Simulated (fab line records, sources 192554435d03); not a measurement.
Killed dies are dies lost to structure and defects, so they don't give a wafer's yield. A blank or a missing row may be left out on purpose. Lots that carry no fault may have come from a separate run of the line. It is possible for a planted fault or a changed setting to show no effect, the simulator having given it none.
fab line records | flow n5-finfet
record lots=10 | wafers=26 | last-day=17
route steps=1938 shown HKMG_FIN@452 GATE_CUT@466 BEOL_M4@1111 PASSIVATION@1936
lots that met no fault: taken from a fault-free run of the same line
start-h: start of the lot's first displayed wafer, in hours after the record's first day | wait-h: hours elapsed since this lot's preceding step | " unchanged from the row above | L1.1+2: a row that stands for several wafers | - value missing, or start not given | * or withheld: withheld | < > ~ a bound
route shown NAME@n: a module of which the file shows steps, and the number in the route of the first | usual: mean/standard deviation of fault-free wafers | same: alike in all rows | chamber/n: place in a boat | sites: each site's reading | _std_site: their standard deviation | _edge_site: the outer-site mean with the inner-site mean subtracted | radius-mm: how far each site lies from the wafer's centre | mask NAME#n: copy n | behind: the last tool/chamber to shape the wafer | hold: why the lot went on hold/how many hours it stayed there/how the hold came to an end | device: transistor that didn't switch, given as n, p or np | end of line: the same wafers' tests at the end of the route | for a step that has no rows: nothing shown but its recipe | killed: dies lost to structure and defects at the first sort, not the wafer's yield | map: shows each die of a wafer: x if killed, . if not, _ if none is there
set.NAME: the setting that was run; set.NAME@STEP: the one run at that earlier step | model.NAME: the simulator's own value behind a step, which no gauge read
a sample of lots followed through the steps of the route, with each step as a table and each wafer as a row
services: when a tool's chamber went out of use (start-h, in hours from the record's first day, below 0 if earlier), for how many hours, and the reason
## steps
# step N5_HKMG_FIN_STRIP_90
# recipe chemistry=N2/H2 | material=SOC | time-s=20 | power-w=500 | temp-c=40 | pressure-mtorr=50 | rf-frequency-hz=6e+07 | bias-power-w=8 | h2-frac=0.5 | n2-flow-sccm=300 | h2-flow-sccm=300
# usual chamber-pressure-mTorr=49.99/0.055 | drypump-motor-current-A=5.6/0.42 | oes-product-au=0.80/0.1 | power-w=500.3/1.3 | rf-vpp-V=54.3/0.88 | showerhead-plenum-p-Torr=3.37/0.075 | throttle-valve-pct=19.1/0.38
lot.wafer | tool        | chamber | start-h | wait-h | chamber-pressure-mTorr | drypump-motor-current-A | oes-product-au | power-w | rf-hours-counter-h | rf-vpp-V | showerhead-plenum-p-Torr | throttle-valve-pct
L155.2    | rie-diel-05 | 3       | 91.48   | 0.0    | 49.95                  | 5.8                     | 0.73           | 502.1   | 151                | 53.2     | 3.34                     | 19.1
L155.5    | "           | 3       | "       | "      | 50.10                  | 5.8                     | 0.73           | 500.2   | -                  | 54.6     | 3.34                     | 19.1
L156.4    | rie-diel-03 | 0       | 104.61  | 0.0    | 50.03                  | 5.8                     | 0.68           | 500.9   | -                  | 53.7     | 3.33                     | 18.9
L156.5    | "           | 1       | "       | "      | 50.02                  | 6.3                     | 0.84           | 499.7   | -                  | 54.1     | 3.41                     | 19.0
L156.6    | "           | 2       | "       | "      | 49.96                  | 5.4                     | 0.72           | 501.8   | -                  | 55.5     | 3.46                     | 18.9
L157.1    | rie-diel-03 | 0       | 108.86  | 0.0    | 50.03                  | 5.8                     | 0.67           | 499.6   | 223                | 53.8     | 3.32                     | 18.8
L157.2    | "           | 1       | "       | "      | 49.98                  | 6.3                     | 0.84           | 501.7   | 51                 | 55.1     | 3.41                     | 19.0
L157.6    | "           | 1       | "       | "      | 50.03                  | 6.3                     | 0.83           | 499.6   | -                  | 53.9     | 3.41                     | 19.0
L158.2    | rie-diel-04 | 3       | 113.15  | 0.0    | 50.00                  | 6.3                     | 0.72           | 501.6   | 213                | 55.8     | 3.47                     | 19.7
L158.3    | "           | 0       | "       | "      | 50.00                  | 4.8                     | 0.89           | 501.9   | 50                 | 55.3     | 3.37                     | 18.2
L158.6    | "           | 1       | "       | "      | 50.08                  | 5.3                     | 0.90           | 501.3   | -                  | 55.0     | 3.33                     | 19.3
L160.2    | rie-diel-04 | 3       | 127.33  | 0.0    | 50.01                  | 6.3                     | 0.72           | 500.7   | 218                | 54.9     | 3.47                     | 19.7
L160.5    | "           | 3       | "       | "      | 50.04                  | 6.3                     | 0.71           | 501.1   | -                  | 53.9     | 3.47                     | 19.7
L160.6    | "           | 2       | "       | "      | 49.55                  | 5.5                     | 0.95           | 497.8   | -                  | 53.4     | 3.32                     | 19.1
L162.1    | rie-diel-03 | 3       | 140.19  | 0.0    | 50.08                  | 5.5                     | 0.97           | 501.2   | 7                  | 54.1     | 3.45                     | 19.6
L162.2    | "           | 2       | "       | "      | 50.02                  | 5.3                     | 0.70           | 501.2   | 218                | 53.4     | 3.45                     | 18.9
L169.2    | rie-diel-03 | 1       | 185.05  | 0.0    | 49.97                  | 6.4                     | 0.80           | 499.1   | 80                 | 53.4     | 3.40                     | 19.0
L169.4    | "           | 3       | "       | "      | 50.04                  | 5.5                     | 0.92           | 501.1   | -                  | 53.9     | 3.44                     | 19.6
L169.5    | "           | 2       | "       | "      | 49.93                  | 5.3                     | 0.68           | 498.9   | -                  | 54.9     | 3.44                     | 19.0
L172.1    | rie-diel-05 | 1       | 191.69  | 0.0    | 50.02                  | 5.3                     | 0.93           | 501.7   | 20                 | 54.3     | 3.46                     | 19.6
L172.3    | "           | 3       | "       | "      | 49.99                  | 5.9                     | 0.70           | 501.1   | 185                | 54.6     | 3.32                     | 19.1
L172.4    | "           | 0       | "       | "      | 50.06                  | 6.0                     | 0.69           | 499.8   | 189                | 54.3     | 3.21                     | 18.8
L174.5    | rie-diel-05 | 1       | 203.03  | 0.0    | 49.96                  | 5.3                     | 0.94           | 499.6   | -                  | 54.1     | 3.46                     | 19.6
L174.6    | "           | 0       | "       | "      | 50.00                  | 6.0                     | 0.70           | 500.9   | -                  | 52.3     | 3.21                     | 18.8
L176.2    | rie-diel-05 | 0       | 220.41  | 0.0    | 50.05                  | 6.0                     | 0.69           | 503.0   | 200                | 54.8     | 3.20                     | 18.9
L176.5    | "           | 2       | "       | "      | 50.04                  | 5.3                     | 0.73           | 498.9   | -                  | 55.2     | 3.39                     | 19.4
# step N5_HKMG_FIN_ALD_72
# recipe material=W | target-thk-a=20 | temp-c=300 | pressure-torr=7.5 | ald-precursor-family=WF6 | ald-co-reactant=B2H6 | pulse-time-s=1 | purge-time-s=2 | co-reactant-purge-time-s=2 | co-reactant-pulse-time-s=3 | ald-cycles=7
# usual chamber-pressure-Torr=7.498/0.018 | heater-power-w=493/46 | precursor-pulse-height-rel=0.998/0.018
lot.wafer | tool     | chamber | start-h | wait-h | chamber-pressure-Torr | heater-power-w | precursor-pulse-height-rel
L155.2    | cvd-w-01 | 0       | 92.52   | 0.2    | 7.487                 | 469            | 0.994
L155.5    | "        | 1       | "       | "      | 7.526                 | 441            | 0.996
L156.4    | cvd-w-02 | 1       | 105.64  | 0.2    | 7.504                 | 575            | 1.012
L156.5    | "        | 1       | "       | "      | 7.481                 | 564            | 0.964
L156.6    | "        | 0       | "       | "      | 7.507                 | 498            | 1.001
L157.1    | cvd-w-01 | 1       | 109.91  | 0.2    | 7.472                 | 427            | 0.989
L157.2    | "        | 0       | "       | "      | 7.507                 | 474            | 0.992
L157.6    | "        | 0       | "       | "      | 7.514                 | 480            | 0.984
L158.2    | cvd-w-01 | 1       | 114.20  | 0.2    | 7.507                 | 447            | 0.983
L158.3    | "        | 1       | "       | "      | 7.518                 | 439            | 0.963
L158.6    | "        | 1       | "       | "      | 7.497                 | 443            | 1.016
L160.2    | cvd-w-02 | 1       | 128.38  | 0.2    | 7.500                 | 560            | 1.030
L160.5    | "        | 1       | "       | "      | 7.489                 | 571            | 0.999
L160.6    | "        | 0       | "       | "      | 7.505                 | 500            | 0.998
L162.1    | cvd-w-02 | 0       | 141.26  | 0.2    | 7.494                 | 492            | 1.017
L162.2    | "        | 1       | "       | "      | 7.488                 | 570            | 0.980
L169.2    | cvd-w-02 | 0       | 186.15  | 0.2    | 7.490                 | 498            | 0.994
L169.4    | "        | 0       | "       | "      | 7.521                 | 484            | 1.005
L169.5    | "        | 0       | "       | "      | 7.466                 | 508            | 0.974
L172.1    | cvd-w-01 | 1       | 192.73  | 0.2    | 7.518                 | 441            | 0.984
L172.3    | "        | 1       | "       | "      | 7.509                 | 449            | 0.995
L172.4    | "        | 0       | "       | "      | 7.502                 | 490            | 0.976
L174.5    | cvd-w-01 | 1       | 204.08  | 0.1    | 7.480                 | 438            | 0.961
L174.6    | "        | 0       | "       | "      | 7.498                 | 477            | 1.023
L176.2    | cvd-w-01 | 0       | 221.58  | 0.2    | 7.487                 | 467            | 1.017
L176.5    | "        | 1       | "       | "      | 7.491                 | 452            | 0.988
# step N5_GATE_CUT_ETCH_56
# recipe chemistry=Cl2/Ar | target=TiN | target-depth-a=216 | pressure-mtorr=10 | icp-w=600 | bias-w=60 | Cl2_flow_sccm=40 | Ar_flow_sccm=60
# usual bias-w=60.01/0.19 | chamber-pressure-mTorr=9.999/0.009 | drypump-motor-current-A=5.6/0.58 | mfc-cl2-sccm=40.01/0.12 | oes-product-au=0.78/0.13 | throttle-valve-pct=20.8/0.37
lot.wafer | tool         | chamber | start-h | wait-h | bias-w | chamber-pressure-mTorr | drypump-motor-current-A | mfc-cl2-sccm | oes-product-au | rf-hours-counter-h | throttle-valve-pct
L155.2    | rie-metal-02 | 0       | 93.56   | 0.1    | 60.48  | 9.993                  | 5.5                     | 40.03        | 0.82           | 23                 | 20.9
L155.5    | "            | 1       | "       | "      | 60.15  | 9.992                  | 5.0                     | 40.27        | 0.67           | -                  | 20.6
L156.4    | rie-metal-02 | 1       | 106.68  | 0.1    | 60.00  | 9.990                  | 5.0                     | 39.96        | 0.66           | -                  | 20.6
L156.5    | "            | 1       | "       | "      | 59.93  | 9.989                  | 5.0                     | 40.13        | 0.66           | -                  | 20.6
L156.6    | "            | 0       | "       | "      | 60.10  | 9.994                  | 5.5                     | 40.01        | 0.81           | -                  | 20.8
L157.1    | rie-metal-01 | 0       | 110.96  | 0.1    | 59.79  | 10.003                 | 5.0                     | 39.92        | 0.66           | 92                 | 21.3
L157.2    | "            | 1       | "       | "      | 59.91  | 9.988                  | 6.6                     | 40.01        | 0.98           | 2                  | 20.6
L157.6    | "            | 1       | "       | "      | 59.85  | 9.986                  | 6.6                     | 40.13        | 0.98           | -                  | 20.6
L158.2    | rie-metal-03 | 1       | 115.23  | 0.1    | 60.10  | 9.991                  | 5.4                     | 39.80        | 0.58           | 141                | 21.0
L158.3    | "            | 1       | "       | "      | 59.84  | 10.012                 | 5.5                     | 39.87        | 0.58           | -                  | 21.0
L158.6    | "            | 1       | "       | "      | 60.12  | 10.004                 | 5.5                     | 39.89        | 0.58           | -                  | 21.0
L160.2    | rie-metal-01 | 1       | 129.41  | 0.1    | 59.85  | 9.991                  | 6.6                     | 40.08        | 0.95           | 4                  | 20.6
L160.5    | "            | 0       | "       | "      | 59.86  | 9.999                  | 5.0                     | 40.13        | 0.65           | -                  | 21.3
L160.6    | "            | 1       | "       | "      | 60.23  | 10.005                 | 6.6                     | 40.11        | 0.97           | -                  | 20.6
L162.1    | rie-metal-01 | 0       | 142.32  | 0.1    | 60.04  | 9.998                  | 5.0                     | 40.12        | 0.64           | 95                 | 21.3
L162.2    | "            | 1       | "       | "      | 60.36  | 10.002                 | 6.6                     | 40.03        | 0.93           | 6                  | 20.6
L169.2    | rie-metal-01 | 1       | 187.19  | 0.1    | 70.09  | 10.003                 | 6.6                     | 40.08        | 0.94           | 10                 | 20.6
L169.4    | "            | 0       | "       | "      | 70.56  | 9.988                  | 5.0                     | 40.14        | 0.66           | -                  | 21.3
L169.5    | "            | 0       | "       | "      | 70.38  | 9.987                  | 5.1                     | 40.09        | 0.66           | -                  | 21.3
L172.1    | rie-metal-01 | 1       | 193.80  | 0.1    | 70.42  | 9.991                  | 6.6                     | 40.08        | 0.95           | 10                 | 20.6
L172.3    | "            | 1       | "       | "      | 70.33  | 9.985                  | 6.6                     | 39.95        | 0.94           | -                  | 20.6
L172.4    | "            | 0       | "       | "      | 70.23  | 9.997                  | 5.0                     | 40.03        | 0.66           | -                  | 21.3
L174.5    | rie-metal-02 | 0       | 205.16  | 0.1    | 60.32  | 9.988                  | 5.5                     | 39.92        | 0.78           | -                  | 20.9
L174.6    | "            | 1       | "       | "      | 59.89  | 9.996                  | 5.0                     | 39.90        | 0.65           | -                  | 20.6
L176.2    | rie-metal-02 | 1       | 222.79  | 0.2    | 60.16  | 9.992                  | 5.0                     | 40.00        | 0.64           | -                  | 20.7
L176.5    | "            | 1       | "       | "      | 60.04  | 10.002                 | 5.0                     | 40.05        | 0.65           | -                  | 20.6
# step N5_GATE_CUT_ETCH_58
# recipe chemistry=CH3F/O2 | target=SiNx | target-depth-a=170 | time-s=128.6 | ion-energy-ev=50 | pressure-mtorr=30 | source-w=415 | bias-w=21 | Ar_flow_sccm=150 | CH3F_flow_sccm=30 | O2_flow_sccm=20
# usual bias-w=21.00/0.061 | chamber-pressure-mTorr=30.00/0.032 | drypump-motor-current-A=5.5/0.36 | oes-product-au=0.77/0.08 | rf-vpp-V=99.3/0.91 | showerhead-plenum-p-Torr=2.02/0.054 | throttle-valve-pct=16.45/0.28
lot.wafer | tool        | chamber | start-h | wait-h | bias-w | chamber-pressure-mTorr | drypump-motor-current-A | oes-product-au | rf-hours-counter-h | rf-vpp-V | showerhead-plenum-p-Torr | throttle-valve-pct
L155.2    | rie-diel-01 | 2       | 93.73   | 0.0    | 21.10  | 30.01                  | 5.9                     | 0.74           | 185                | 98.8     | 2.01                     | 16.79
L155.5    | "           | 0       | "       | "      | 21.03  | 29.97                  | 5.3                     | 0.92           | -                  | 99.5     | 2.04                     | 16.44
L156.4    | rie-diel-06 | 2       | 106.82  | 0.0    | 20.96  | 29.93                  | 5.0                     | 0.91           | 41                 | 100.0    | 2.03                     | 16.15
L156.5    | "           | 1       | "       | "      | 21.09  | 30.00                  | 5.9                     | 0.72           | -                  | 99.9     | 2.07                     | 16.53
L156.6    | "           | 0       | "       | "      | 20.95  | 29.97                  | 5.3                     | 0.77           | -                  | 99.3     | 2.10                     | 16.25
L157.1    | rie-diel-06 | 3       | 111.13  | 0.0    | 20.97  | 30.02                  | 4.9                     | 0.71           | 200                | 97.8     | 1.93                     | 16.97
L157.2    | "           | 2       | "       | "      | 20.94  | 29.98                  | 5.1                     | 0.91           | 42                 | 99.4     | 2.03                     | 16.14
L157.6    | "           | 2       | "       | "      | 20.95  | 29.98                  | 5.0                     | 0.90           | -                  | 99.6     | 2.03                     | 16.15
L158.2    | rie-diel-01 | 1       | 115.40  | 0.0    | 21.03  | 29.99                  | 5.5                     | 0.76           | 138                | 99.2     | 2.07                     | 16.34
L158.3    | "           | 2       | "       | "      | 21.06  | 30.01                  | 5.9                     | 0.73           | 191                | 98.0     | 2.01                     | 16.82
L158.6    | "           | 3       | "       | "      | 21.01  | 29.98                  | 5.2                     | 0.71           | -                  | 98.1     | 1.96                     | 16.42
L160.2    | rie-diel-02 | 0       | 129.68  | 0.1    | 20.92  | 30.01                  | 5.8                     | 0.91           | 23                 | 99.4     | 2.04                     | 16.16
L160.5    | "           | 0       | "       | "      | 20.91  | 29.96                  | 5.8                     | 0.92           | -                  | 100.3    | 2.04                     | 16.15
L160.6    | "           | 3       | "       | "      | 20.94  | 30.02                  | 5.8                     | 0.72           | -                  | 99.4     | 1.97                     | 16.57
L162.1    | rie-diel-02 | 1       | 142.50  | 0.0    | 20.92  | 30.03                  | 5.9                     | 0.72           | 200                | 99.1     | 2.01                     | 16.33
L162.2    | "           | 3       | "       | "      | 20.95  | 29.93                  | 5.7                     | 0.71           | 218                | 99.7     | 1.97                     | 16.57
L169.2    | rie-diel-06 | 0       | 187.62  | 0.3    | 21.07  | 30.05                  | 5.3                     | 0.76           | 161                | 99.8     | 2.09                     | 16.29
L169.4    | "           | 3       | "       | "      | 21.03  | 29.98                  | 4.9                     | 0.70           | 224                | 97.6     | 1.92                     | 17.01
L169.5    | "           | 3       | "       | "      | 21.02  | 30.00                  | 4.9                     | 0.70           | -                  | 97.9     | 1.92                     | 17.00
L172.1    | rie-diel-02 | 0       | 193.97  | 0.0    | 21.01  | 29.95                  | 5.8                     | 0.87           | 44                 | 99.7     | 2.03                     | 16.21
L172.3    | "           | 2       | "       | "      | 20.99  | 29.96                  | 5.7                     | 0.70           | 250                | 100.1    | 2.03                     | 16.29
L172.4    | "           | 3       | "       | "      | 21.00  | 30.00                  | 5.7                     | 0.70           | 234                | 100.3    | 1.96                     | 16.63
L174.5    | rie-diel-06 | 0       | 205.33  | 0.1    | 20.91  | 29.98                  | 5.3                     | 0.75           | -                  | 100.3    | 2.09                     | 16.29
L174.6    | "           | 3       | "       | "      | 20.92  | 30.02                  | 4.9                     | 0.70           | -                  | 97.3     | 1.92                     | 17.01
L176.2    | rie-diel-06 | 3       | 223.08  | 0.1    | 21.00  | 30.02                  | 4.9                     | 0.70           | 232                | 98.3     | 1.92                     | 17.02
L176.5    | "           | 2       | "       | "      | 20.91  | 29.98                  | 5.0                     | 0.86           | -                  | 100.5    | 2.02                     | 16.19
# step N5_BEOL_M4_RC_MEAS_101
# usual DIBL_N=36.0/2 | DIBL_P=35.9/2.5 | IOFF_N=0.16/0.038 | IOFF_P=0.21/0.04 | ION_N=675/14 | ION_P=462/9.4 | SS_N=71.5/0.75 | SS_P=73.2/0.74 | VT_N=250/3.9 | VT_P=-251/3.2
lot.wafer | tool      | chamber | start-h | wait-h | DIBL_N[mV/V] | DIBL_P[mV/V] | IOFF_N[nA/um] | IOFF_P[nA/um] | ION_N[uA/um] | ION_P[uA/um] | SS_N[mV/dec] | SS_P[mV/dec] | VT_N[mV] | VT_P[mV]
L155.2    | prober-01 | 0       | 178.60  | 0.2    | 40.0         | 37.8         | 0.23          | 0.28          | 690          | 468          | 72.1         | 74.2         | 242      | -246
L155.5    | "         | 0       | "       | "      | 32.6         | 30.3         | 0.12          | 0.18          | 679          | 474          | 69.8         | 72.2         | 249      | -251
L156.4    | prober-01 | 0       | 182.65  | 0.5    | 36.7         | 37.6         | 0.18          | 0.24          | 670          | 463          | 72.8         | 73.0         | 249      | -249
L156.5    | "         | 0       | "       | "      | 37.8         | 38.4         | 0.21          | 0.24          | 678          | 455          | 73.3         | 74.1         | 250      | -249
L156.6    | "         | 0       | "       | "      | 34.0         | 33.3         | 0.13          | 0.16          | 667          | 459          | 72.2         | 73.1         | 257      | -254
L158.2    | prober-02 | 0       | 192.72  | 0.2    | 36.9         | 37.7         | 0.20          | 0.25          | 705          | 478          | 71.5         | 73.2         | 244      | -246
L158.3    | "         | 0       | "       | "      | 37.0         | 39.5         | 0.18          | 0.28          | 681          | 474          | 71.4         | 74.4         | 249      | -249
L158.6    | "         | 0       | "       | "      | 37.0         | 38.4         | 0.18          | 0.26          | 692          | 479          | 71.2         | 73.7         | 247      | -248
L157.1    | prober-01 | 0       | 197.12  | 0.0    | 37.3         | 37.2         | 0.17          | 0.19          | 664          | 446          | 72.3         | 73.7         | 251      | -255
L157.2    | "         | 0       | "       | "      | 32.4         | 31.9         | 0.11          | 0.14          | 654          | 445          | 70.8         | 72.6         | 256      | -257
L157.6    | "         | 0       | "       | "      | 38.7         | 39.4         | 0.20          | 0.25          | 670          | 459          | 71.8         | 74.5         | 246      | -251
L160.2    | prober-01 | 0       | 205.27  | 0.2    | 34.7         | 33.1         | 0.14          | 0.18          | 668          | 461          | 71.0         | 72.9         | 250      | -253
L160.5    | "         | 0       | "       | "      | 35.0         | 34.7         | 0.15          | 0.20          | 675          | 464          | 71.1         | 73.1         | 249      | -250
L160.6    | "         | 0       | "       | "      | 37.0         | 35.0         | 0.18          | 0.20          | 661          | 456          | 73.0         | 73.8         | 249      | -250
L162.1    | prober-01 | 0       | 216.26  | 0.0    | 35.4         | 34.6         | 0.14          | 0.15          | 656          | 445          | 71.9         | 72.7         | 252      | -257
L162.2    | "         | 0       | "       | "      | 37.5         | 39.3         | 0.18          | 0.25          | 675          | 459          | 71.5         | 73.4         | 247      | -250
L169.2    | prober-01 | 0       | 272.18  | 0.2    | 38.6         | 39.1         | 0.21          | 0.25          | 687          | 462          | 72.5         | 74.8         | 246      | -249
L169.4    | "         | 0       | "       | "      | 34.9         | 34.7         | 0.13          | 0.18          | 658          | 448          | 72.0         | 73.1         | 254      | -253
L169.5    | "         | 0       | "       | "      | 39.8         | 40.8         | 0.25          | 0.29          | 683          | 465          | 72.4         | 74.8         | 242      | -246
L172.1    | prober-01 | 0       | 273.67  | 0.0    | 34.5         | 33.4         | 0.14          | 0.20          | 666          | 462          | 70.7         | 72.9         | 250      | -249
L172.3    | "         | 0       | "       | "      | 33.9         | 30.5         | 0.13          | 0.16          | 653          | 444          | 70.8         | 72.2         | 252      | -256
L172.4    | "         | 0       | "       | "      | 39.8         | 39.0         | 0.27          | 0.30          | 696          | 469          | 72.6         | 73.9         | 241      | -244
L174.5    | prober-01 | 0       | 296.35  | 0.6    | 36.6         | 36.4         | 0.14          | 0.22          | 661          | 458          | 71.7         | 73.2         | 253      | -250
L174.6    | "         | 0       | "       | "      | 37.0         | 37.0         | 0.16          | 0.24          | 672          | 466          | 71.4         | 73.7         | 249      | -249
L176.2    | prober-01 | 0       | 311.46  | 0.2    | 38.3         | 37.2         | 0.19          | 0.21          | 689          | 465          | 72.3         | 74.2         | 249      | -253
L176.5    | "         | 0       | "       | "      | 39.1         | 37.9         | 0.21          | 0.22          | 679          | 454          | 73.5         | 73.3         | 246      | -250
# step N5_PASSIVATION_PROBE_49
# usual defect-limited-yield=91.3/1.5 | killed_at_M0_to_M3=33/12 | killed_at_M4_up=15/5.2 | killed-at-contacts=12/5.1 | killed-at-front-end=39/11 | killed-at-other=5/3.6 | killed-dies=103/18 | killed-open=67/13 | killed-short=33/7.8 | sort_bin_5_function=5.1/0.96 | sort_bin_6_memory=3.2/0.71 | sort_bin_8_speed=0.01/0.063 | sort-n-pass=1077/18
# same gross-dies=1180 | killed-at-back-side=0 | sort_bin_4_leakage[%]=0
lot.wafer | tool      | chamber | start-h | wait-h | defect-limited-yield[%] | killed_at_M0_to_M3 | killed_at_M4_up | killed-at-contacts | killed-at-front-end | killed-at-other | killed-dies | killed-open | killed-short | sort_bin_5_function[%] | sort_bin_6_memory[%] | sort_bin_8_speed[%] | sort-n-pass
L155.2    | prober-01 | -       | 278.74  | 0.1    | 92.8                    | 12                 | 17              | 20                 | 35                  | 1               | 85          | 54          | 23           | 4.1                    | 2.3                  | 0                   | 1095
L155.5    | prober-01 | -       | 278.89  | 0.2    | 92.3                    | 28                 | 15              | 18                 | 26                  | 4               | 91          | 69          | 20           | 3.4                    | 4.1                  | 0                   | 1089
L158.2    | prober-01 | -       | 286.51  | 0.1    | 89.1                    | 46                 | 16              | 10                 | 45                  | 12              | 129         | 73          | 56           | 6.2                    | 4.2                  | 0                   | 1051
L158.3    | prober-01 | -       | 286.56  | 0.1    | 89.3                    | 50                 | 12              | 17                 | 43                  | 4               | 126         | 98          | 28           | 5.7                    | 4.6                  | 0                   | 1054
L158.6    | prober-01 | -       | 286.71  | 0.3    | 91.7                    | 37                 | 14              | 7                  | 34                  | 6               | 98          | 63          | 35           | 4.9                    | 3.2                  | 0                   | 1082
L160.5    | prober-02 | -       | 300.71  | 0.2    | 90.3                    | 44                 | 10              | 6                  | 46                  | 8               | 114         | 63          | 44           | 4.9                    | 4.1                  | 0                   | 1066
L160.6    | prober-02 | -       | 300.76  | 0.3    | 90.5                    | 27                 | 14              | 8                  | 56                  | 7               | 112         | 69          | 42           | 6.4                    | 2.9                  | 0.08                | 1068
L162.1    | prober-01 | -       | 313.76  | 0.0    | 91.0                    | 23                 | 7               | 12                 | 60                  | 4               | 106         | 79          | 26           | 5.6                    | 3.3                  | 0                   | 1074
L162.2    | prober-01 | -       | 313.81  | 0.1    | 90.9                    | 21                 | 9               | 17                 | 58                  | 2               | 107         | 64          | 36           | 4.7                    | 3.6                  | 0                   | 1073
L169.2    | prober-02 | -       | 378.16  | 0.1    | 94.2                    | 19                 | 12              | 12                 | 22                  | 3               | 68          | 36          | 18           | 3.1                    | 1.6                  | 0                   | 1112
# killed by level:class
L155.2 MOL_CONTACT_COAG:geometric-particle:open=14 BEOL_M4:geometric-particle:open=8 HKMG_FIN:area-etch=8 STI_FIN_REVEAL:geometric-particle:open=6 MOL_CONTACT_COAG:geometric-particle:short=6 FIN_SAQP:geometric-particle:open=5 GATE_CUT:geometric-particle:open=5 BEOL_M0_SAQP:geometric-particle:short=4
L155.5 MOL_CONTACT_COAG:geometric-particle:open=16 STI_FIN_REVEAL:geometric-particle:open=9 BEOL_M2:geometric-particle:open=9 BEOL_M3:geometric-particle:short=5 FIN_SAQP:geometric-particle:open=4 STI_FIN_REVEAL:geometric-particle:short=4 BEOL_M3:geometric-particle:open=4 BEOL_M4:geometric-particle:open=4
L158.2 BEOL_M0_SAQP:geometric-particle:short=14 GATE_CUT:geometric-particle:short=11 BEOL_M0_SAQP:geometric-particle:open=10 GATE_CUT:geometric-particle:open=9 MOL_CONTACT_COAG:geometric-particle:open=7 STI_FIN_REVEAL:geometric-particle:open=6 BEOL_M2:geometric-particle:open=6 BEOL_M3:geometric-particle:open=6
L158.3 MOL_CONTACT_COAG:geometric-particle:open=16 STI_FIN_REVEAL:geometric-particle:open=15 BEOL_M2:geometric-particle:open=15 BEOL_M1:geometric-particle:open=10 FIN_SAQP:geometric-particle:open=8 BEOL_M3:geometric-particle:open=6 BEOL_M0_SAQP:geometric-particle:open=5 STI_FIN_REVEAL:geometric-particle:short=4
L158.6 BEOL_M0_SAQP:geometric-particle:short=9 STI_FIN_REVEAL:geometric-particle:open=8 MOL_CONTACT_COAG:geometric-particle:open=7 FIN_SAQP:geometric-particle:open=6 BEOL_M1:geometric-particle:open=6 BEOL_M2:geometric-particle:open=6 BEOL_M3:geometric-particle:short=6 FIN_SAQP:geometric-particle:short=5
L160.5 BEOL_M0_SAQP:geometric-particle:short=15 BEOL_M0_SAQP:geometric-particle:open=10 STI_FIN_REVEAL:geometric-particle:open=9 FIN_SAQP:geometric-particle:open=8 HKMG_FIN:area-etch=7 BEOL_M1:geometric-particle:open=6 MIM_TOP_ETCH:geometric-particle:short=5 BEOL_M3:geometric-particle:open=5
L160.6 STI_FIN_REVEAL:geometric-particle:open=11 FIN_SAQP:geometric-particle:short=9 ILD0:geometric-particle:open=8 MOL_CONTACT_COAG:geometric-particle:open=8 BEOL_M0_SAQP:geometric-particle:short=8 BEOL_M0_SAQP:geometric-particle:open=8 GATE_CUT:geometric-particle:short=7 BEOL_M4:geometric-particle:open=7
L162.1 STI_FIN_REVEAL:geometric-particle:open=27 FIN_SAQP:geometric-particle:open=11 MOL_CONTACT_COAG:geometric-particle:open=10 FIN_SAQP:geometric-particle:short=6 BEOL_M2:geometric-particle:open=5 STI_FIN_REVEAL:geometric-particle:short=4 BEOL_M0_SAQP:geometric-particle:open=4 BEOL_M1:geometric-particle:open=4
L162.2 FIN_SAQP:geometric-particle:open=13 MOL_CONTACT_COAG:geometric-particle:open=10 STI_FIN_REVEAL:geometric-particle:open=8 FIN_SAQP:geometric-particle:short=7 MOL_CONTACT_COAG:geometric-particle:short=7 HKMG_FIN:area-etch=7 BEOL_M3:geometric-particle:open=6 STARTING-WAFER:geometric-particle:open=6
L169.2 HKMG_FIN:area-etch=13 MOL_CONTACT_COAG:geometric-particle:open=10 BEOL_M0_SAQP:geometric-particle:short=5 BEOL_M3:geometric-particle:open=5 BEOL_M4:geometric-particle:open=4 BEOL_M1:geometric-particle:open=3 BEOL_M1:geometric-particle:short=2 GATE_CUT:geometric-particle:short=2
## services
tool         | chamber | start-h | hours | kind
cvd-w-01     | -       | 80.02   | 5.0   | repair
rie-diel-01  | -       | 94.56   | 2.8   | pm
rie-diel-03  | 3       | 104.51  | -     | clean
rie-diel-03  | 3       | 104.51  | -     | consumable-replace:focus-ring
rie-diel-03  | 3       | 104.51  | 17.2  | scheduled-down
rie-diel-03  | 3       | 104.51  | 17.2  | vent-cycle
rie-diel-01  | 0       | 114.37  | 7.6   | repair
rie-diel-06  | 1       | 127.09  | 2.5   | repair
rie-diel-06  | 2       | 139.56  | 7.7   | repair
rie-diel-01  | 3       | 142.69  | 2.2   | repair
rie-metal-02 | 0       | 144.98  | 2.3   | repair
rie-diel-04  | 3       | 149.33  | 7.2   | repair
cvd-w-02     | -       | 158.04  | 4.3   | pm
rie-metal-02 | -       | 158.34  | 0.6   | repair
rie-diel-04  | 2       | 169.75  | 12.7  | repair
rie-diel-02  | 1       | 178.83  | 7.1   | repair
rie-metal-01 | -       | 179.59  | 0.4   | repair
rie-diel-03  | 0       | 180.04  | -     | clean
rie-diel-03  | 0       | 180.04  | -     | consumable-replace:focus-ring
rie-diel-03  | 0       | 180.04  | 25.4  | scheduled-down
rie-diel-03  | 0       | 180.04  | 25.4  | vent-cycle
rie-diel-04  | 2       | 205.62  | 6.8   | repair
rie-metal-02 | 0       | 218.57  | 12.5  | repair
rie-diel-01  | 2       | 220.13  | 3.2   | repair
## key
first-sign step=N5_GATE_CUT_ETCH_56 | reading=bias-w | direction=up | sigmas=55 | usual=* | struck=*
effect none on later readings
met-at N5_GATE_CUT_ETCH_56
struck-lots L169,L172
baseline-loss step=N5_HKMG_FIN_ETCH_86 | wafers=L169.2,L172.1
not-acting-at N5_HKMG_FIN_STRIP_90,N5_HKMG_FIN_ALD_72,N5_GATE_CUT_ETCH_58
onset-between 142.32 187.19
fault kind=process-parameter-drift | tool=rie-metal-01 | chamber=- | onset-h=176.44 | steps=N5_GATE_CUT_ETCH_56 | channel=bias-w | offset=* | shape=step | end-h=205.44 | acts-in=* | stated=*
# baseline-loss: these wafers lose ten dies or more at that step, a loss of the line's own and not of a fault; the sort's usual values leave them out
